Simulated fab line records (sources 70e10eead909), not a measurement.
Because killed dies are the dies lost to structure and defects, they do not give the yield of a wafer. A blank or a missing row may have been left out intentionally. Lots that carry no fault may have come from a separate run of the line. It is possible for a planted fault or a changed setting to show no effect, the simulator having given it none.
fab line records | flow nandHarc
record: lots: 6 wafers: 15 lastDay: 25
route steps=1159 shown A_CONTACT@888 END@1159
lots untouched by any fault: they come from a run of this same line in which no faults occurred
startH: hours from the record's first day to the start of the lot's first wafer shown | waitH: time in hours since the lot's previous step | " identical to the entry in the row above | L1.1+2: one row covering several wafers at once | - no value, or no start given | * or withheld: withheld | < > ~ a bound
route shown NAME@n: names a module that has steps shown in the file, with the first one's number in the route | usual: average and standard deviation across the fault-free wafers | same: alike in all rows | chamber/n: place in a boat | sites: readings site by site | _std_site: standard deviation of those values | _edge_site: outer sites' mean less inner sites' | radiusMm: for every site, how far away it sits from the centre of the wafer | mask NAME#n: copy n | behind: the tool/chamber that last shaped the wafer | hold: why the lot went on hold/how many hours it stayed there/how the hold came to an end | device: transistor that didn't switch, given as n, p or np | end of line: the route-end tests of the same wafers | for a step that has no rows: nothing shown but its recipe | killed: the dies lost at the first sort to structure and to defects; this is not the yield of the wafer | map: dies across one wafer; x = killed, . = not, _ = none there
set.NAME: the run value of the setting; set.NAME@STEP: its run value at that earlier step | model.NAME: the simulator's own value behind a step, which no gauge read
certain route steps with their lots: each step a table, each wafer a row
services: a tool's chamber out of use, with start hour (startH, from the record's first day; less than 0 if before it), hours out, and reason
== steps ==
step: NHARC_A_CONTACT_COAT_61
recipe: tempC: 260 timeS: 75
step: NHARC_A_CONTACT_COAT_62
recipe: tempC: 225 timeS: 65
step: NHARC_A_CONTACT_COAT_63
recipe: spinRpm: 1500 resistThkNm: 90
step: NHARC_A_CONTACT_SOFTBAKE_64
recipe: tempC: 105 timeS: 55
step: NHARC_A_CONTACT_EBR_65
step: NHARC_A_CONTACT_EXPOSE_66
recipe: na: 1.35 sigmaOuter: 0.8 doseMj: 59.02 maskId: A_CC_2
step: NHARC_A_CONTACT_PEB_67
recipe: pebTempC: 100 pebTimeS: 65
step: NHARC_A_CONTACT_DEVELOP_68
recipe: developTimeS: 35 devTempC: 23
step: NHARC_A_CONTACT_CD_MEAS_69
recipe: targetCdNm: 200 landingEnergyEv: 500
usual: cdNm: 200.1/0.38
columns lot.wafer tool chamber startH waitH cdNm
L527.1 cdSem-02 0 376.12 - 199.5
L527.2 " 0 " " 199.6
L527.3 " 0 " " 199.5
L531.2 cdSem-01 0 401.79 - 200.1
L531.5 " 0 " " 200.1
L531.6 " 0 " " 199.9
L535.5 cdSem-02 0 435.06 - 200.1
L535.6 " 0 " " 200.2
L534.1 cdSem-02 0 435.52 - 199.7
L537.3 cdSem-03 0 448.73 - 200.4
L537.5 " 0 " " 200.7
L537.6 " 0 " " 199.8
L549.3 cdSem-03 0 525.11 - 200.2
L549.5 " 0 " " 200.4
L549.6 " 0 " " 200.0
step: NHARC_A_CONTACT_OVL_MEAS_70
usual: overlayXNm: 0.1/1.1 overlayYNm: -0.1/0.82
columns lot.wafer tool chamber startH waitH overlayXNm overlayYNm
L527.1 overlay-01 - 376.21 - -0.4 1.2
L527.2 " - " " 0.1 1.3
L527.3 " - " " -0.1 1.7
L531.2 overlay-01 - 401.88 - -0.2 -1.5
L531.5 " - " " 0.0 -2.1
L531.6 " - " " -0.1 -1.1
L535.5 overlay-02 - 435.14 - -0.2 0.0
L535.6 " - " " -0.6 0.0
L534.1 overlay-02 - 435.61 - -0.3 -0.2
L537.3 overlay-01 - 448.82 - 1.7 0.0
L537.5 " - " " 1.1 -0.1
L537.6 " - " " 1.3 -0.2
L549.3 overlay-02 - 525.19 - -0.4 0.3
L549.5 " - " " -0.5 -0.1
L549.6 " - " " -0.2 0.8
step: NHARC_A_CONTACT_INSPECT_71
usual: rawDefectCount: 31/16
columns lot.wafer tool chamber startH waitH rawDefectCount
L527.1 defectInspect-01 - 376.25 0.0 10
L527.2 " - " " 16
L527.3 " - " " 12
L531.2 defectInspect-01 - 401.92 0.0 10
L531.5 " - " " 11
L531.6 " - " " 12
L535.5 defectInspect-01 - 435.17 0.0 5
L535.6 " - " " 17
L534.1 defectInspect-02 - 435.65 0.0 45
L537.3 defectInspect-02 - 448.86 0.0 23
L537.5 " - " " 35
L537.6 " - " " 31
L549.3 defectInspect-02 - 525.23 0.0 40
L549.5 " - " " 41
L549.6 " - " " 43
step: NHARC_A_CONTACT_DESCUM_74
recipe: timeS: 3 o2FlowSccm: 200 arFlowSccm: 0 biasPowerW: 0 chemistry: O2
usual: drypumpMotorCurrentA: 5.8/0.31 oesProductAu: 1.001/0.0092 rfVppV: 57.6/0.83 showerheadPlenumPTorr: 1.90/0.094 throttleValvePct: 11.312/0.0092
columns lot.wafer tool chamber startH waitH drypumpMotorCurrentA oesProductAu rfHoursCounterH rfVppV showerheadPlenumPTorr throttleValvePct
L527.2 rieDiel-09 3 376.31 0.1 6.1 1.009 24 57.2 1.94 11.309
L527.3 " 0 " " 5.8 0.995 23 57.1 1.81 11.310
L527.1 " 1 " " 5.5 1.008 21 56.8 1.80 11.313
L531.2 rieDiel-02 3 402.02 0.1 6.4 0.990 23 58.9 2.07 11.301
L531.5 " 0 " " 6.2 1.005 - 56.2 1.85 11.318
L531.6 " 1 " " 5.1 1.002 - 58.8 2.07 11.308
L535.5 rieDiel-02 1 435.27 0.1 5.1 1.011 - 57.3 2.06 11.311
L535.6 " 2 " " 5.7 1.006 - 57.1 1.85 11.308
L534.1 rieDiel-02 3 435.72 0.1 6.5 0.998 34 59.2 2.06 11.324
L537.3 rieDiel-09 2 448.93 0.1 6.0 0.992 1 59.5 2.08 11.312
L537.6 " 0 " " 5.8 1.004 - 56.6 1.81 11.301
L537.5 " 1 " " 5.5 1.002 - 56.3 1.80 11.323
L549.3 rieDiel-09 2 525.30 0.1 6.0 0.992 14 57.5 2.07 11.310
L549.6 " 1 " " 5.5 1.005 - 57.8 1.80 11.324
L549.5 " 2 " " 6.0 1.004 - 58.3 2.07 11.313
step: NHARC_A_CONTACT_ETCH_75
recipe: targetDepthA: 390 overEtchFrac: 0.3 timeS: 65 ionEnergyEv: 80 cf4FlowSccm: 150 arFlowSccm: 0 rfW: 300 biasW: 100 chemistry: CF4
usual: drypumpMotorCurrentA: 5.8/0.3 oesProductAu: 1.001/0.0085 rfVppV: 151.1/1.3 showerheadPlenumPTorr: 1.76/0.082 throttleValvePct: 13.281/0.0094
columns lot.wafer tool chamber startH waitH drypumpMotorCurrentA oesProductAu rfHoursCounterH rfVppV showerheadPlenumPTorr throttleValvePct
L527.3 rieDiel-09 1 376.39 0.1 5.5 1.014 21 149.1 1.68 13.280
L527.2 " 2 " " 6.0 0.992 21 149.8 1.64 13.277
L527.1 " 3 " " 6.1 1.008 24 150.4 1.79 13.309
L531.2 rieDiel-02 2 402.14 0.1 5.7 1.010 24 150.4 1.71 13.272
L531.6 " 1 " " 5.1 0.998 - 153.5 1.90 13.284
L531.5 " 2 " " 5.7 1.011 - 152.2 1.71 13.281
L535.6 rieDiel-02 3 435.35 0.1 6.5 0.997 - 155.3 1.90 13.269
L535.5 " 0 " " 6.3 0.860 - 151.0 1.71 13.258
L534.1 rieDiel-02 0 435.81 0.1 6.3 0.864 37 151.8 1.71 13.277
L537.3 rieDiel-09 1 449.01 0.1 5.4 1.006 1 149.5 1.67 13.289
L537.5 " 3 " " 6.1 1.002 - 151.5 1.79 13.277
L537.6 " 0 " " 5.8 1.007 - 150.3 1.68 13.292
L549.3 rieDiel-09 1 525.38 0.1 5.5 1.002 15 150.5 1.67 13.271
L549.6 " 0 " " 5.8 1.007 - 149.7 1.68 13.261
L549.5 " 1 " " 5.5 1.002 - 149.7 1.67 13.279
step: NHARC_A_CONTACT_ETCH_76
recipe: targetDepthA: 2600 overEtchFrac: 0.3 timeS: 475.3 ionEnergyEv: 200 n2FlowSccm: 150 h2FlowSccm: 150 arFlowSccm: 0 rfW: 400 biasW: 150 chemistry: N2/H2
usual: drypumpMotorCurrentA: 5.9/0.3 oesProductAu: 1.001/0.0092 rfVppV: 430.4/2.9 showerheadPlenumPTorr: 2.03/0.1 throttleValvePct: 14.173/0.0085
columns lot.wafer tool chamber startH waitH drypumpMotorCurrentA oesProductAu rfHoursCounterH rfVppV showerheadPlenumPTorr throttleValvePct
L527.3 rieDiel-09 2 - - 6.0 0.987 21 425.4 1.88 14.167
L527.2 " 0 " " 5.8 0.990 23 425.3 1.93 14.163
L527.1 " 1 " " 5.5 1.003 21 428.0 1.92 14.172
L531.2 rieDiel-02 3 - - 6.5 0.999 24 435.0 2.21 14.174
L531.5 " 2 " " 5.7 1.012 - 431.0 1.97 14.163
L531.6 " 3 " " 6.5 0.998 - 433.4 2.21 14.180
L535.5 rieDiel-02 2 - - 5.7 1.015 - 429.0 1.96 14.177
L535.6 " 3 " " 6.5 0.998 - 435.8 2.21 14.164
L534.1 rieDiel-02 1 - - 5.1 1.007 37 435.0 2.20 14.180
L537.3 rieDiel-09 3 - - 6.1 1.003 1 431.2 2.07 14.184
L537.5 " 2 " " 6.0 1.000 - 435.2 2.22 14.176
L537.6 " 3 " " 6.1 1.005 - 431.2 2.07 14.181
L549.3 rieDiel-09 1 - - 5.5 0.996 15 427.0 1.91 14.170
L549.5 " 2 " " 6.0 0.994 - 434.5 2.21 14.177
L549.6 " 3 " " 6.1 1.009 - 431.2 2.06 14.172
step: NHARC_END_SORT_01
recipe: tempC: 25
usual: killedAtArray: 28/11 killedAtOther: 0.5/0.85 killedAtPeriphery: 2.7/1.9 killedDies: 32/12 killedOpen: 3.3/1.6 killedShort: 2.1/1.5
same: grossDies: 677
columns lot.wafer tool chamber startH waitH killedAtArray killedAtOther killedAtPeriphery killedDies killedOpen killedShort
L531.2 prober-01 0 473.50 2.8 17 0 3 20 5 5
L531.5 prober-01 0 475.92 3.7 15 0 0 15 3 1
L531.6 prober-01 0 476.73 4.0 14 1 2 17 3 0
L534.1 prober-01 0 498.43 2.5 35 1 1 37 0 3
L537.3 prober-02 0 522.28 3.1 23 1 3 27 3 0
L537.5 prober-02 0 523.90 3.7 31 2 3 36 1 2
L537.6 prober-02 0 524.71 4.0 25 4 1 30 2 0
killed by level:class
L531.2 P_STI:chamberFilmFlake=2 A_ZERO_WELL:chamberFilmFlake=2 A_CHANNEL_HOLE_D1:chamberFilmFlake=2 A_CONTACT:chamberFilmFlake=2 P_M0:geometricParticle:short=1 A_ONON_D1:geometricParticle:open=1 A_CHANNEL_HOLE_D1:geometricParticle:open=1 A_CHANNEL_FILL_D1:geometricParticle:short=1
L531.5 A_CHANNEL_HOLE_D1:chamberFilmFlake=4 A_CONTACT:geometricParticle:open=3 A_ZERO_WELL:chamberFilmFlake=2 A_WL_FILL:chamberFilmFlake=2 A_CONTACT:chamberFilmFlake=2 A_ONON_D1:geometricParticle:short=1 A_M1:chamberFilmFlake=1
L531.6 A_STAIRCASE:chamberFilmFlake=5 A_CHANNEL_HOLE_D1:chamberFilmFlake=3 A_CONTACT:chamberFilmFlake=2 P_CONTACT:geometricParticle:open=1 A_CHANNEL_HOLE_D1:geometricParticle:open=1 A_CONTACT:geometricParticle:open=1 P_GATE:chamberFilmFlake=1 A_ZERO_WELL:chamberFilmFlake=1
L534.1 A_CHANNEL_HOLE_D1:chamberFilmFlake=12 A_SLIT:chamberFilmFlake=11 A_STAIRCASE:chamberFilmFlake=3 A_WL_FILL:geometricParticle:short=2 A_ZERO_WELL:chamberFilmFlake=2 A_CONTACT:chamberFilmFlake=2 A_BONDPAD:chamberFilmFlake=2 A_M0:geometricParticle:short=1
L537.3 A_SLIT:chamberFilmFlake=8 A_CHANNEL_HOLE_D1:chamberFilmFlake=5 A_STAIRCASE:chamberFilmFlake=4 A_CONTACT:geometricParticle:open=2 A_SOURCE_PLATE:geometricParticle:open=1 P_ZERO_WELL:chamberFilmFlake=1 P_STI:chamberFilmFlake=1 P_GATE:chamberFilmFlake=1
L537.5 A_SLIT:chamberFilmFlake=19 A_CHANNEL_HOLE_D1:chamberFilmFlake=4 P_GATE:chamberFilmFlake=2 A_CHANNEL_FILL_D1:chamberFilmFlake=2 THIN_TSV:chamberFilmFlake=2 A_CHANNEL_FILL_D1:geometricParticle:open=1 A_STAIRCASE:geometricParticle:short=1 A_WL_FILL:geometricParticle:short=1
L537.6 A_SLIT:chamberFilmFlake=14 A_WL_FILL:chamberFilmFlake=4 THIN_TSV:chamberFilmFlake=4 A_CHANNEL_HOLE_D1:chamberFilmFlake=3 A_STAIRCASE:chamberFilmFlake=2 P_CONTACT:geometricParticle:open=1 A_WL_FILL:geometricParticle:open=1 A_CHANNEL_FILL_D1:chamberFilmFlake=1
== services ==
columns tool chamber startH hours kind
rieDiel-09 0 361.42 - clean
rieDiel-09 1 361.42 - clean
rieDiel-09 2 361.42 - clean
rieDiel-09 3 361.42 - clean
rieDiel-09 0 385.92 - clean
rieDiel-09 1 385.92 - clean
rieDiel-09 2 385.92 - clean
rieDiel-09 3 385.92 - clean
rieDiel-09 0 410.74 - clean
rieDiel-09 1 410.74 - clean
rieDiel-09 2 410.74 - clean
rieDiel-09 3 410.74 - clean
rieDiel-09 1 416.14 3.3 repair
rieDiel-09 - 431.41 9.0 pm
rieDiel-09 0 431.41 9.0 ventCycle
rieDiel-09 1 431.41 9.0 ventCycle
rieDiel-09 2 431.41 9.0 ventCycle
rieDiel-09 3 431.41 9.0 ventCycle
rieDiel-09 0 440.41 - clean
rieDiel-09 1 440.41 - clean
rieDiel-09 2 440.41 - clean
rieDiel-02 1 467.53 6.4 repair
rieDiel-02 - 505.06 9.0 pm
rieDiel-09 2 509.84 4.7 repair
== key ==
firstSign: step: NHARC_A_CONTACT_ETCH_75 reading: oesProductAu direction: down sigmas: 16 usual: 1.001 struck: 0.862
effect none on later readings
metAt NHARC_A_CONTACT_ETCH_75
struckWafers L534.1,L535.5
rowsEnd L535.5
testerLeftOut L534
fault: kind: processParameterDrift tool: rieDiel-02 chamber: 0 onsetH: 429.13 steps: NHARC_A_CONTACT_ETCH_75 channel: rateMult offset: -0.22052 shape: step
testerLeftOut: of these lots the tester's yield and bins aren't shown, on N5 and GAA mostly nor the transistor test; their killed dies are dies lost to structure and defects alone, not to doping, threshold or leakage, so they don't give the yield
rowsEnd: these wafers met a further fault down the route, and their rows from its step on are left out
